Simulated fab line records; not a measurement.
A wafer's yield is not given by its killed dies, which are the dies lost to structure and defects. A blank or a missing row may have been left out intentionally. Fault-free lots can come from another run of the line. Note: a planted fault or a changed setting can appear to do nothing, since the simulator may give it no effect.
A struck lot beside a sound one | flow n5Finfet | 16 out of 1938 route steps
Sound: the wafers L108.4, L108.6. Struck: wafers L997.4, L997.5, L997.6. At the end, the cause is stated.
Order at every step that has rows: each side's tool, ch and its chambers, its first start. Under that, the readings that differ: sound wafers | struck wafers | difference of the means | sigmas: that difference in standard deviations of wafers without a fault.
alike: readings whose means differ by less than 2 such deviations, and words and numbers that are the same on both sides. not compared: withheld readings, readings that some wafer has no value for, bounds like >300 that may hide the same value, and numbers for which the record gives no deviation and whose values overlap.
The two part at a step that has a row with sigmas, a row that says differs or no value, or rows on one side only. When numbers do not overlap yet have no deviation, they are printed without sigmas and do not part them. A reading missing from all wafers of one side parts the sides only when that side holds two or more wafers.

first, 1 step without rows for these wafers: N5_MOL_CONTACT_COAG_STRIP_69 (strips in N2/H2).
N5_MOL_CONTACT_COAG_ETCHBACK_136: etches SiO2 in CHF3, target depth 25 nm, time 16.7 s.
  sound on rieDiel-01 ch 1,3, day 10 03:11; struck on rieDiel-01 ch 2,3, day 7 03:34
  alike: CHF3_flow_sccm, drypumpMotorCurrentA, oesProductAu, rfFwdPowerW, rfVppV, showerheadPlenumPTorr, throttleValvePct
  not compared: rfHoursCounterH
then, 1 step without rows for these wafers: N5_MOL_CONTACT_COAG_STRIP_120 (strips in CHF3).
N5_MOL_CONTACT_COAG_VIA_ETCH_117: etches SiO2 in C4F6/O2, target depth 40 nm, overetch 8 nm, time 26 s.
  sound on rieDiel-01 ch 1,3, day 10 03:13; struck on rieDiel-01 ch 2,3, day 7 03:37
  alike: drypumpMotorCurrentA, oesProductAu, rfFwdPowerW, rfVppV, showerheadPlenumPTorr, throttleValvePct
  not compared: rfHoursCounterH
N5_MOL_CONTACT_COAG_ETCH_124: etches SiNx in CH3F/O2, stops on SiOC, target depth 6.5 nm.
  sound on rieDiel-01 ch 1,3, day 10 03:15; struck on rieDiel-01 ch 2,3, day 7 03:38
  alike: drypumpMotorCurrentA, oesProductAu, rfFwdPowerW, rfVppV, showerheadPlenumPTorr, throttleValvePct
  not compared: rfHoursCounterH
then, 1 step without rows for these wafers: N5_MOL_CONTACT_COAG_ETCH_48 (etches SiOC in C4F6/O2, target depth 15 nm, overetch 4.5 nm, time 17 s).
N5_MOL_CONTACT_COAG_STRIP_72: strips in N2/H2.
  sound on rieDiel-01 ch 1,3, day 10 03:20; struck on rieDiel-01 ch 2,3, day 7 03:44
  alike: drypumpMotorCurrentA, oesProductAu, rfVppV, showerheadPlenumPTorr, throttleValvePct
  not compared: rfHoursCounterH
N5_MOL_CONTACT_COAG_STRIP_49: strips in N2/H2, time 30 s.
  sound on plasmaAsher-02 ch 1, day 10 03:27; struck on plasmaAsher-01 ch 0,1, day 7 03:50
  alike: drypumpMotorCurrentA, heaterPowerW
  not compared: rfHoursCounterH
then, 2 steps without rows for these wafers: N5_MOL_CONTACT_COAG_PRECLEAN_138 (cleans in alkaline clean, time 60 s); N5_MOL_CONTACT_COAG_SRD_139 (time 30 s).
N5_MOL_CONTACT_COAG_CD_MEAS_101: target cd 16 nm.
  sound on cdSem-02, day 10 03:35; struck on cdSem-03, day 7 03:58
  alike: cdNm
next, for these wafers, 1 step has no rows: N5_MOL_CONTACT_COAG_PRE_CLEAN_121.
N5_MOL_CONTACT_COAG_CVD_140: deposits W, target thk 66.5 nm, time 215 s.
  sound on cvdW-02 ch 0, day 10 03:47; struck on cvdW-01 ch 0,1, day 7 04:10
  no value came back on the struck wafers for heaterPowerOuterW (W), heaterPowerW (W); on the sound wafers heaterPowerOuterW (W) reads 295 289
then, 1 step without rows for these wafers: N5_MOL_CONTACT_COAG_PRECLEAN_127 (cleans in DIW, time 57.5 s).
N5_BEOL_M4_RC_MEAS_101:
  the record has rows for the sound wafers here (prober-01 ch 0, day 12 21:04) and none for the struck ones
-- a jump in the record: the struck wafers' starts before and after are 7 days apart (it breaks off in module BEOL_M4 and resumes in module PASSIVATION, where the first step shown is number 1936 of the route) --
N5_PASSIVATION_PROBE_49:
  sound on prober-02, day 17 14:37; struck on prober-02, day 14 01:40
reading                 | sound     | struck         | difference | sigmas
defectLimitedYield (%)  | 91.3 92.5 | 0 0 0          | -92        | -57
killedAtContacts        | 13 12     | 1101 1093 1065 | +1074      | +99 or more
killedDies              | 103 89    | 1180 1180 1180 | +1084      | +60
killedOnRim             | 14 16     | 152 152 152    | +137       | +33
sort_bin_5_function (%) | 5.5 4.7   | 96.7 96.1 95.9 | +91.1      | +95
sortNPass               | 1077 1091 | 0 0 0          | -1084      | -57
sortYieldPct (%)        | 91.3 92.5 | 0 0 0          | -92        | -57
  alike: killed_at_M0_to_M3, killed_at_M4_up, killedAtFrontEnd, killedAtOther, killedOpen, killedShort, sort_bin_6_memory

## WHERE THEY PART
At N5_MOL_CONTACT_COAG_CVD_140 first; at N5_PASSIVATION_PROBE_49 last (within this record only).

WHY: whatever the simulator had introduced
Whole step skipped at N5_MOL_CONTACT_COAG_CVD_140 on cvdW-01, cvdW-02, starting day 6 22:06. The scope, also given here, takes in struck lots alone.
